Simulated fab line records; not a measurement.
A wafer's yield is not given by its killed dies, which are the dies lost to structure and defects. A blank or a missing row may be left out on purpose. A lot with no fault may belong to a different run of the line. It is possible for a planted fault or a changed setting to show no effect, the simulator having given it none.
The same fault as seen by 2 desks ; flow nand_harc ; only its own numbers are on each desk; what lay behind them is given at the end

== AT THE METROLOGY DESK ==
What the gauges read for every lot (on any tool): the sampled wafers with a number, averaged. If a lot's mean is further than 4 standard deviations from the usual mean, the lot is out of limits and carries the mark OUT (the distance appears in the brackets).
Columns: A = thk_nm at NHARC_A_SOURCE_PLATE_THK_MEAS_09, usual 9.7 nm; B = thk_nm at NHARC_A_ONON_D1_THK_MEAS_14, usual 1001 nm
lot;first seen here;A;B
L259;day 7 06:23;9.9;1007
L261;day 8 02:11;9.3;985
L262;day 8 11:39;9.7;1003
L264;day 9 04:19;9.5;987
L267;day 10 08:02;9.7;1010
L271;day 11 22:16;9.5;901 (-11) OUT
L274;day 13 07:28;9.9;906 (-11) OUT
L275;day 13 23:24;9.6;994
L276;day 14 03:22;9.5;1012
L277;day 14 10:08;10.6;996
L279;day 15 07:45;9.5;1012
L280;day 15 18:19;10.2;997
L282;day 17 01:55;10.2;1012
This desk finds L271, L274 out of limits, L271 being first, at day 12 14:11 (thk_nm at NHARC_A_ONON_D1_THK_MEAS_14). L259, L261, L262, L264, L267, L275, L276, L277, L279, L280, L282 stayed within limits.

== AT THE TOOL OWNER'S DESK: pecvd_onon-04 ==
The tool's own readings at NHARC_A_ONON_D1_DEP_12 (target thk 1000 nm): means of the sampled wafers that have a number, for each lot that ran on this tool. If a lot's mean is further than 4 standard deviations from the usual mean, the lot is out of limits and carries the mark OUT (the distance appears in the brackets).
Columns: A = n2o_flow_sccm at NHARC_A_ONON_D1_DEP_12, usual 2001 sccm; B = nh3_flow_sccm at NHARC_A_ONON_D1_DEP_12, usual 500.4 sccm; C = sih4_flow_sccm at NHARC_A_ONON_D1_DEP_12, usual 209.9 sccm
lot;first seen here;A;B;C
L271;day 12 13:46;2003;501.1;209.9
L274;day 13 22:27;2001;500.2;209.5
This desk's verdict: no lot among the 2 shows anything out of limits.

== TAKEN TOGETHER ==
At day 12 14:11 the metrology desk could have sounded an alarm, on L271, L274.
The desk of the tool owner found nothing out of limits.
On record at the tool owner's desk: L271, L274, within its limits.
Every lot named ran NHARC_A_ONON_D1_DEP_12 on pecvd_onon-04.

== WHAT THE SIMULATOR PUT IN ==
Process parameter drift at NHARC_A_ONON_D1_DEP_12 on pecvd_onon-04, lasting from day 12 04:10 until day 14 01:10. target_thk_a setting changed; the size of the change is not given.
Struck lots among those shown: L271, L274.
Hours from the fault's start to each desk's first reading out of limits: the metrology desk, 10.
